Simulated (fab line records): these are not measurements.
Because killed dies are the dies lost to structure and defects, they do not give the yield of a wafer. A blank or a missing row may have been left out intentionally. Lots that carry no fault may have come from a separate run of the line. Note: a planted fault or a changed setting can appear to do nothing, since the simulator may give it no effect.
Matching of chambers + flow n5-finfet + N5_BEOL_M7_CURE_75 on uv-cure-03 has 3 sister chambers
The step cures SiCOH lowk, time 120 s. 20 wafers are shown with their chamber, then 10 later ones without.

== WAFERS, EACH WITH ITS CHAMBER ==
| wafer  | chamber | wafer_temp_C_max | lamp-power-pct (%) |
|--------|---------|------------------|--------------------|
| L075.3 | 1       | 370.9            | 52.25              |
| L075.4 | 1       | 371.1            | 52.32              |
| L075.6 | 1       | 371.4            | 52.41              |
| L074.3 | 0       | 371.4            | 52.30              |
| L074.5 | 0       | 372.2            | 52.35              |
| L074.6 | 0       | 372.2            | 52.32              |
| L078.1 | 1       | 371.2            | 52.35              |
| L078.3 | 1       | 370.9            | 52.35              |
| L078.6 | 1       | 371.2            | 52.35              |
| L081.2 | 1       | 371.8            | 52.25              |
| L081.5 | 1       | 370.6            | 52.26              |
| L081.6 | 1       | 371.0            | 52.28              |
| L086.2 | 0       | 372.3            | 52.25              |
| L086.3 | 0       | 371.7            | 52.29              |
| L086.5 | 0       | 371.7            | 52.38              |
| L088.1 | 2       | 372.3            | 52.40              |
| L088.3 | 2       | 372.1            | 52.32              |
| L088.5 | 2       | 372.1            | 52.31              |
| L094.1 | 1       | 371.3            | 52.29              |
| L094.2 | 1       | 371.0            | 52.31              |

SIGNATURES (averages over the wafers above)
| reading          | chamber 0 | chamber 1 | chamber 2 | scatter within a chamber |
|------------------|-----------|-----------|-----------|--------------------------|
| wafer_temp_C_max | 371.917   | 371.127   | 372.167   | 0.314                    |
| lamp-power-pct   | 52.3150   | 52.3109   | 52.3433   | 0.0493                   |
Rule: a wafer lies at a distance from a chamber equal to the root of the sum of squares, over the readings, of (its reading less the chamber's mean, divided by the reading's scatter). If the next closest chamber is less than 2 further off than the closest, the wafer can't be placed; otherwise it belongs to the closest. The scatter: the root of (the sum of the squares of (reading less its chamber's mean) over the shown wafers, divided by (wafers less chambers)).

== WAFERS WITHOUT THEIR CHAMBER ==
| wafer  | wafer_temp_C_max | lamp-power-pct (%) |
|--------|------------------|--------------------|
| L094.3 | 371.0            | 52.37              |
| L094.4 | 371.0            | 52.34              |
| L094.5 | 371.3            | 52.34              |
| L094.6 | 370.8            | 52.23              |
| L095.2 | 372.2            | 52.28              |
| L095.3 | 371.8            | 52.41              |
| L095.5 | 372.0            | 52.29              |
| L097.1 | 371.7            | 52.27              |
| L097.3 | 371.5            | 52.32              |
| L097.5 | 372.2            | 52.35              |

== CHAMBER TAKEN BY EACH ==
| wafer  | from the rows above          | in truth |
|--------|------------------------------|----------|
| L094.3 | can't be placed: 1 or 0      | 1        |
| L094.4 | 1                            | 1        |
| L094.5 | can't be placed: 1 or 0 or 2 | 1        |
| L094.6 | 1                            | 1        |
| L095.2 | can't be placed: 0 or 2      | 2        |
| L095.3 | can't be placed: 2 or 0 or 1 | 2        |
| L095.5 | can't be placed: 0 or 2      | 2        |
| L097.1 | can't be placed: 0 or 1 or 2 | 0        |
| L097.3 | can't be placed: 1 or 0 or 2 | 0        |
| L097.5 | can't be placed: 2 or 0      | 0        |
Correctly placed: 2 of 10. From these rows, 8 cannot be placed; in 8 the true chamber is one of the candidates. Placed wrongly: 0.
